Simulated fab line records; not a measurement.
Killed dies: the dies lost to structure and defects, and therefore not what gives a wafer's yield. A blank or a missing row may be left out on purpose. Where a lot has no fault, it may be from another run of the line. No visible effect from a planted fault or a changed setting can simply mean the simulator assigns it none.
A struck lot beside a sound one ; flow nand-harc ; 17 steps out of a route of 1302
Sound: wafers L688.2, L688.3, L688.4. Struck: wafer L695.4 (L695.1, L695.2, from the same lot, were not struck and are left out); the cause is given at the end.
For every step that has rows: the tool of each side, followed by ch and its chambers, followed by its first start. Under that, the readings that differ: sound wafers ; struck wafers ; difference of the means ; sigmas: that difference in standard deviations of wafers without a fault.
alike: readings whose means differ by less than 2 such deviations, and words and numbers that are the same on both sides. not compared: withheld readings, readings that some wafer has no value for, bounds like >300 that may hide the same value, and numbers for which the record gives no deviation and whose values overlap.
The two part at a step that has a row with sigmas, a row that says differs or no value, or rows on one side only. Numbers that don't overlap but have no deviation are shown without sigmas and don't part them. Lack of a reading on every wafer of one side parts them only where that side has two or more wafers.

NHARC_A_SGD_CUT_CD_MEAS_09: target cd 100 nm.
  sound on cd-sem-02 ch 0, day 18 20:13; struck on cd-sem-02 ch 0, day 22 04:34
  alike: cd-nm
NHARC_A_SGD_CUT_OVL_MEAS_10:
  sound: overlay-02 at day 18 20:18; struck: overlay-01 at day 22 04:39
  alike: overlay-x-nm, overlay-y-nm
NHARC_A_SGD_CUT_INSPECT_11:
  sound: defect-inspect-01 at day 18 20:20; struck: defect-inspect-01 at day 22 04:41
  alike: raw-defect-count
NHARC_A_SGD_CUT_DESCUM_14: chemistry O2, time 3 s.
  sound on rie-diel-04 ch 0,1,2, day 18 20:24; struck on rie-diel-04 ch 0, day 22 04:44
  alike: drypump-motor-current-A, o2-flow-sccm, oes-product-au, rf-vpp-V, showerhead-plenum-p-Torr, throttle-valve-pct
  not compared: rf-hours-counter-h
then, 1 step without rows for these wafers: NHARC_A_SGD_CUT_ETCH_58 (etches the open film in CF4, target depth 39 nm, time 65 s).
NHARC_A_SGD_CUT_ETCH_59: etches the open film in N2/H2, target depth 260 nm, time 406.25 s.
  sound on rie-diel-04 ch 0,2,3; struck on rie-diel-04 ch 1, day 22 05:01
reading;sound;struck;difference;sigmas
oes-product-au (a.u.);1.015 1.001 1.006;0.978;-0.029;-3
  alike: drypump-motor-current-A, h2-flow-sccm, rf-vpp-V, showerhead-plenum-p-Torr, throttle-valve-pct
  not compared: rf-hours-counter-h
then, 1 step without rows for these wafers: NHARC_A_SGD_CUT_ETCH_15 (etches the open film in CH3F/O2, target depth 75 nm, time 64.3 s).
NHARC_A_SGD_CUT_ETCH_16: etches the open film in C4F8/O2/Ar, target depth 310.5 nm, time 155.2 s.
  sound on rie-diel-04 ch 0,2,3; struck on rie-diel-04 ch 0, day 22 05:37
  alike: oes-product-au, rf-vpp-V
  not compared: rf-hours-counter-h
then, 1 step without rows for these wafers: NHARC_A_SGD_CUT_STRIP_60 (strips in C4F8/O2/Ar).
NHARC_A_SGD_CUT_STRIP_17: strips in O2.
  sound: rie-diel-04 ch 0,2,3; struck: rie-diel-04 ch 0
  alike: drypump-motor-current-A, o2-flow-sccm, oes-product-au, rf-vpp-V, showerhead-plenum-p-Torr, throttle-valve-pct
  not compared: rf-hours-counter-h
then, 2 steps without rows for these wafers: NHARC_A_SGD_CUT_PRECLEAN_18 (cleans in SC1); NHARC_A_SGD_CUT_SRD_19.
NHARC_A_SGD_CUT_DEP_20: deposits SiO2, target thk 150 nm.
  sound on fcvd-02 ch 0,1, day 18 21:33; struck on fcvd-02 ch 0,1, day 22 06:20
then, 1 step without rows for these wafers: NHARC_A_SGD_CUT_ANNEAL_27 (time 1800 s).
NHARC_A_SGD_CUT_CMP_21: polishes, target thk 148.19 nm.
  sound on cmp-01 ch 0,2,3, day 19 02:42; struck on cmp-03 ch 1, day 22 11:08
  alike: motor-current-A, slurry-flow-ml-min, time-to-endpoint-s
NHARC_A_SGD_CUT_THK_MEAS_22: measures by ellipsometry.
  sound: film-metro-01 at day 19 02:56; struck: film-metro-02 at day 22 11:22
reading;sound;struck;difference;sigmas
thk-nm (nm);149.7 146.3 146.9;137.2;-10.4;-7
next, for these wafers, 1 step has no rows: NHARC_A_SGD_CUT_SRD_23.

== WHERE THEY PART ==
At NHARC_A_SGD_CUT_ETCH_59 first; at NHARC_A_SGD_CUT_THK_MEAS_22 last (within this record only).

WHY: whatever the simulator had introduced
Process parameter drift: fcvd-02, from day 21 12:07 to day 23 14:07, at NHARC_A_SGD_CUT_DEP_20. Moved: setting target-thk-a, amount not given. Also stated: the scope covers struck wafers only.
